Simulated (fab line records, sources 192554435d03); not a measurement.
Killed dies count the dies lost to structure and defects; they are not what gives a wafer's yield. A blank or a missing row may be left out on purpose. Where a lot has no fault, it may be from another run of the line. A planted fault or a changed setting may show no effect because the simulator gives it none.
Matching of chambers -- flow n5-finfet -- N5_SD_EPI_P_ETCH_16 on rie-diel-03: 4 sister chambers
The step etches SiO2 in CHF3/O2, target depth 5 nm. 4 wafers are shown with their chamber, then 10 later ones without.

WAFERS PAIRED WITH THEIR CHAMBERS
wafer,chamber,showerhead-plenum-p-Torr (Torr)
L077.2,2,2.37
L090.2,3,2.46
L090.4,1,2.49
L091.5,0,2.48

WAFERS WITH NO CHAMBER GIVEN
wafer,showerhead-plenum-p-Torr (Torr)
L091.6,2.46
L093.2,2.37
L093.4,2.37
L093.5,2.47
L094.2,2.37
L094.4,2.37
L094.6,2.47
L095.1,2.47
L095.4,2.47
L095.5,2.37

WHICH CHAMBER EACH WENT THROUGH
wafer,from the rows above,in truth
L091.6,3,3
L093.2,2,2
L093.4,2,2
L093.5,can't be placed: 0 or 3 or 1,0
L094.2,2,2
L094.4,2,2
L094.6,can't be placed: 0 or 3 or 1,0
L095.1,can't be placed: 0 or 3 or 1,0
L095.4,can't be placed: 0 or 3 or 1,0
L095.5,2,2
Correct placement for 6 of the 10. Cannot be placed on the basis of these rows: 4; the candidates contain the true chamber in 4. Wrongly placed: 0.
How it was worked out, from the rows above alone: a wafer's distance from a chamber is the root of the sum, over the readings, of the square of ((its reading less the chamber's mean) divided by the reading's scatter). The wafer belongs to the nearest chamber; if the next one is less than 2 further off, it can't be placed. The mean given for a chamber averages the wafers shown for that chamber. The scatter (one wafer shown for each chamber): square how far every hidden wafer sits from the nearest shown wafer, average those squares and take the square root.
